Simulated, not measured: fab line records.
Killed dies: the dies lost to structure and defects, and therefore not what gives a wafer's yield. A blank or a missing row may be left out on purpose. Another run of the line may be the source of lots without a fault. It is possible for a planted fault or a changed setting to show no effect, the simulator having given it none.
Which tool is to blame? + flow n5_finfet + Sampling: 9 lots, 27 wafers, 7 of 1938 route steps

## WHAT THE GAUGES SHOWED, per wafer
N5_WELL_APT_CD_MEAS_25 targets a cd of 200 nm. Usual: cd_nm 200.5 nm, standard deviation 2.1.
| lot  | measured    | on        | cd_nm (nm)        | flag |
|------|-------------|-----------|-------------------|------|
| L442 | day 1 15:26 | cd_sem-02 | 199.1 201.3 203.1 |      |
| L446 | day 2 14:55 | cd_sem-02 | 203.8 201.8 198.8 |      |
| L447 | day 2 20:58 | cd_sem-03 | 204.4 204.0 202.6 |      |
| L453 | day 4 08:50 | cd_sem-03 | 201.4 202.6 201.2 |      |
| L457 | day 5 09:07 | cd_sem-01 | 199.9 198.8 200.8 |      |
| L460 | day 6 02:49 | cd_sem-01 | 198.3 197.2 201.4 |      |
| L463 | day 6 20:48 | cd_sem-03 | 198.1 201.5 199.4 |      |
| L464 | day 7 02:50 | cd_sem-01 | 198.2 200.9 198.9 |      |
| L465 | day 7 08:56 | cd_sem-02 | 199.4 201.8 198.2 |      |

N5_WELL_APT_INSPECT_38: inspects for defects (darkfield). Usual: raw_defect_count 13, standard deviation 5.
| lot  | measured    | on                | raw_defect_count | flag |
|------|-------------|-------------------|------------------|------|
| L442 | day 1 17:26 | defect_inspect-02 | 3 7 18           |      |
| L446 | day 2 17:11 | defect_inspect-01 | 14 9 8           |      |
| L447 | day 2 22:56 | defect_inspect-02 | 15 12 10         |      |
| L453 | day 4 10:34 | defect_inspect-02 | 22 20 13         |      |
| L457 | day 5 11:03 | defect_inspect-01 | 489 519 527      | OFF  |
| L460 | day 6 04:32 | defect_inspect-01 | 506 552 505      | OFF  |
| L463 | day 6 22:39 | defect_inspect-02 | 16 12 22         |      |
| L464 | day 7 04:43 | defect_inspect-02 | 10 11 3          |      |
| L465 | day 7 10:52 | defect_inspect-01 | 10 8 12          |      |

N5_PMOS_HMC_CHANNEL_EPI_INSPECT_11: inspects for defects (macro). Usual: raw_defect_count 1.9, standard deviation 1.5.
| lot  | measured    | on                | raw_defect_count | flag |
|------|-------------|-------------------|------------------|------|
| L442 | day 1 17:48 | defect_inspect-02 | 3 1 2            |      |
| L446 | day 2 17:33 | defect_inspect-01 | 5 0 1            |      |
| L447 | day 2 23:27 | defect_inspect-01 | 1 0 0            |      |
| L453 | day 4 11:04 | defect_inspect-02 | 1 1 1            |      |
| L457 | day 5 11:25 | defect_inspect-01 | >300 >300 >300   | OFF  |
| L460 | day 6 04:55 | defect_inspect-02 | >300 >300 >300   | OFF  |
| L463 | day 6 23:08 | defect_inspect-02 | 3 1 3            |      |
| L464 | day 7 05:12 | defect_inspect-01 | 3 0 0            |      |
| L465 | day 7 11:14 | defect_inspect-01 | 0 0 2            |      |

N5_BEOL_M4_RC_MEAS_101. Usual: DIBL_N 36.2 mV/V, standard deviation 1.7; DIBL_P 36.2 mV/V, standard deviation 2.2; IOFF_N 0.16 nA/um, standard deviation 0.035; IOFF_P 0.21 nA/um, standard deviation 0.042; ION_N 673 uA/um, standard deviation 13; ION_P 462 uA/um, standard deviation 7.9; SS_N 71.4 mV/dec, standard deviation 0.59; SS_P 73.2 mV/dec, standard deviation 0.7; VT_N 250 mV, standard deviation 3.6; VT_P -251 mV, standard deviation 3.5.
| lot  | measured     | on        | DIBL_N (mV/V)  | DIBL_P (mV/V)  | IOFF_N (nA/um) | IOFF_P (nA/um) | ION_N (uA/um) | ION_P (uA/um) | SS_N (mV/dec)  | SS_P (mV/dec)  | VT_N (mV)   | VT_P (mV)      | flag |
|------|--------------|-----------|----------------|----------------|----------------|----------------|---------------|---------------|----------------|----------------|-------------|----------------|------|
| L442 | day 7 14:49  | prober-01 | 39.5 37.5 34.2 | 39.9 36.7 33.5 | 0.20 0.17 0.11 | 0.24 0.20 0.15 | 672 681 642   | 458 461 443   | 72.9 71.9 71.0 | 74.6 74.5 72.4 | 248 253 256 | -248 -251 -256 |      |
| L446 | day 8 10:10  | prober-02 | 35.5 34.1 36.4 | 34.9 33.8 35.9 | 0.14 0.12 0.17 | 0.19 0.18 0.21 | 667 673 689   | 464 467 467   | 70.9 70.8 71.2 | 73.4 72.8 72.6 | 251 250 247 | -251 -254 -250 |      |
| L447 | day 8 20:38  | prober-01 | 39.8 39.8 41.5 | 40.7 39.1 41.8 | 0.25 0.22 0.28 | 0.32 0.28 0.36 | 705 680 688   | 485 468 478   | 72.4 71.3 72.1 | 74.7 74.4 74.7 | 240 246 243 | -245 -248 -243 |      |
| L453 | day 11 00:17 | prober-01 | 33.6 35.7 33.9 | 32.4 35.6 32.6 | 0.11 0.14 0.11 | 0.16 0.21 0.17 | 655 661 666   | 450 459 455   | 70.5 70.5 70.8 | 71.7 73.2 73.0 | 251 249 255 | -253 -251 -253 |      |
| L457 | day 11 10:55 | prober-02 | 36.0 33.5 37.8 | 36.3 33.6 38.1 | 0.17 0.12 0.20 | 0.21 0.18 0.26 | 684 668 684   | 466 463 464   | 71.8 70.9 71.9 | 73.6 72.8 74.1 | 251 255 247 | -251 -253 -247 |      |
| L460 | day 12 17:07 | prober-02 | 32.5 32.4 32.2 | 32.9 31.6 30.7 | 0.10 0.10 0.09 | 0.15 0.14 0.13 | 654 648 648   | 455 446 446   | 71.2 70.5 70.4 | 72.3 72.4 72.3 | 256 256 258 | -254 -255 -258 |      |
| L463 | day 13 14:12 | prober-01 | 37.8 36.2 37.1 | 37.2 34.0 34.9 | 0.16 0.12 0.15 | 0.25 0.19 0.21 | 669 673 675   | 459 462 470   | 71.8 71.5 70.9 | 73.6 72.6 72.3 | 247 255 249 | -247 -251 -249 |      |
| L464 | day 13 15:37 | prober-02 | 37.0 34.4 37.7 | 36.1 33.8 37.8 | 0.16 0.12 0.18 | 0.21 0.17 0.24 | 668 666 678   | 459 457 459   | 71.3 71.0 71.8 | 72.9 71.9 73.3 | 251 255 247 | -250 -253 -249 |      |
| L465 | day 13 17:47 | prober-01 | 34.9 35.1 34.1 | 36.8 35.5 35.1 | 0.15 0.14 0.13 | 0.17 0.16 0.16 | 665 672 666   | 450 451 454   | 70.6 71.4 71.0 | 73.9 73.2 73.1 | 252 252 255 | -257 -259 -258 |      |

## WHICH TOOL RAN EACH LOT (tool, then ch and the chambers of the sampled wafers, then the start)
| lot  | N5_WELL_APT_RTA_34              | N5_WELL_APT_OXIDE_STRIP_42         | N5_PMOS_HMC_CHANNEL_EPI_HM_OPEN_15 |
|------|---------------------------------|------------------------------------|------------------------------------|
| L442 | rtp_anneal-02 ch 0, day 1 16:35 | wet_bench-05 ch 0,1,2, day 1 16:42 | rie_diel-02 ch 0,1,2, day 1 17:55  |
| L446 | rtp_anneal-02 ch 0, day 2 16:11 | wet_bench-03 ch 2,3,5, day 2 16:27 | rie_diel-02 ch 1,2, day 2 17:40    |
| L447 | rtp_anneal-01 ch 0, day 2 22:03 | wet_bench-03 ch 1,3,4, day 2 22:13 | rie_diel-06 ch 0,2,3, day 2 23:47  |
| L453 | rtp_anneal-02 ch 0, day 4 09:43 | wet_bench-05 ch 3,4,5, day 4 09:50 | rie_diel-05 ch 0,2,3, day 4 11:10  |
| L457 | rtp_anneal-02 ch 0, day 5 10:11 | wet_bench-03 ch 3,4,5, day 5 10:19 | rie_diel-02 ch 0,1, day 5 11:34    |
| L460 | rtp_anneal-01 ch 0, day 6 03:40 | wet_bench-03 ch 0,1,7, day 6 03:49 | rie_diel-06 ch 1,3, day 6 05:01    |
| L463 | rtp_anneal-01 ch 0, day 6 21:46 | wet_bench-05 ch 1,5,6, day 6 21:55 | rie_diel-06 ch 0,1,2, day 6 23:15  |
| L464 | rtp_anneal-02 ch 0, day 7 03:49 | wet_bench-06 ch 2,5,7, day 7 03:59 | rie_diel-06 ch 0,2,3, day 7 05:19  |
| L465 | rtp_anneal-01 ch 0, day 7 09:58 | wet_bench-06 ch 0,1,7, day 7 10:08 | rie_diel-06 ch 0,3, day 7 11:45    |
- N5_WELL_APT_RTA_34: time 10 s.
- N5_WELL_APT_OXIDE_STRIP_42: strips SiO2 in dHF, time 45 s, target depth 12 nm.
- N5_PMOS_HMC_CHANNEL_EPI_HM_OPEN_15: chemistry CHF3/O2, target SiO2, target depth 40.6 nm, time 20.3 s.

## AS READ BY THE TOOLS THEMSELVES (means over the sampled wafers that have a number; for cases with no such wafer, the mark the record gives instead)
N5_WELL_APT_RTA_34. Usual: lamp_power_pct 13.00 %, standard deviation 0.055; wafer_temp_C_max 1003.6, standard deviation 1.1.
| lot  | tool          | lamp_power_pct (%) | wafer_temp_C_max | flag |
|------|---------------|--------------------|------------------|------|
| L442 | rtp_anneal-02 | 12.97              | 1003.8           |      |
| L446 | rtp_anneal-02 | 13.03              | 1004.7           |      |
| L447 | rtp_anneal-01 | 12.97              | 1003.0           |      |
| L453 | rtp_anneal-02 | 12.98              | 1004.3           |      |
| L457 | rtp_anneal-02 | 13.04              | 1003.1           |      |
| L460 | rtp_anneal-01 | 13.02              | 1003.1           |      |
| L463 | rtp_anneal-01 | 13.00              | 1005.0           |      |
| L464 | rtp_anneal-02 | 13.04              | 1003.5           |      |
| L465 | rtp_anneal-01 | 13.02              | 1004.1           |      |

N5_PMOS_HMC_CHANNEL_EPI_HM_OPEN_15. Usual: CHF3_flow_sccm 50.01 sccm, standard deviation 0.15; drypump_motor_current_A 5.6 A, standard deviation 0.49; oes_product_au 0.76 a.u., standard deviation 0.063; rf_vpp_V 525 V, standard deviation 7.2; showerhead_plenum_p_Torr 2.42 Torr, standard deviation 0.11; throttle_valve_pct 18.98 %, standard deviation 0.24.
| lot  | tool        | CHF3_flow_sccm (sccm) | drypump_motor_current_A (A) | oes_product_au (a.u.) | rf_vpp_V (V) | showerhead_plenum_p_Torr (Torr) | throttle_valve_pct (%) | flag |
|------|-------------|-----------------------|-----------------------------|-----------------------|--------------|---------------------------------|------------------------|------|
| L442 | rie_diel-02 | 49.89                 | 5.3                         | 0.74                  | 523          | 2.36                            | 19.12                  |      |
| L446 | rie_diel-02 | 49.97                 | 5.2                         | 0.70                  | 531          | 2.29                            | 19.08                  |      |
| L447 | rie_diel-06 | 50.12                 | 5.8                         | 0.75                  | 525          | 2.40                            | 18.85                  |      |
| L453 | rie_diel-05 | 50.06                 | 5.6                         | 0.75                  | 527          | 2.44                            | 19.01                  |      |
| L457 | rie_diel-02 | 50.09                 | 5.5                         | 0.71                  | 518          | 2.34                            | 19.24                  |      |
| L460 | rie_diel-06 | 50.20                 | 6.5                         | 0.80                  | 534          | 2.51                            | 18.60                  |      |
| L463 | rie_diel-06 | 49.87                 | 5.9                         | 0.78                  | 521          | 2.40                            | 18.83                  |      |
| L464 | rie_diel-06 | 49.92                 | 5.9                         | 0.72                  | 525          | 2.39                            | 18.90                  |      |
| L465 | rie_diel-06 | 50.06                 | 5.6                         | 0.75                  | 528          | 2.37                            | 18.83                  |      |

## THE ANSWER, worked out from the rows above alone
Rule: a lot is off if the mean of its wafers that have a number lies more than 3 standard deviations from the usual mean. A lot without any number at a reading at which 4 lots or more have one is off too. Where the step has rows for the other lots, those lots are counted as sound. Order of review: gauges by route order, followed by the tools' own readings, for which a lot's mean as printed above is used. The first step at which some lot is off is used, and at that step the reading that is off furthest; a lot without a number counts as furthest.
Off: L457, L460 (N5_WELL_APT_INSPECT_38, raw_defect_count).
A tool fits if, at a process step before that reading, it ran every lot that is off, and no sound lot after the first of them. Gauges at N5_WELL_APT_INSPECT_38: tried the same way as those tools. One fits: wet_bench-03 at N5_WELL_APT_OXIDE_STRIP_42. A fault onset in the window from L447 (day 2 22:13, its last sound lot) to L457 (day 5 10:19, its first lot off) fits.

## WHAT THE SIMULATOR PUT IN
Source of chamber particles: wet_bench-03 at N5_WELL_APT_OXIDE_STRIP_42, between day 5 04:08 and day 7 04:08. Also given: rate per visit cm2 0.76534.
Lots struck among those shown: L457, L460. The same result came from the rule above.
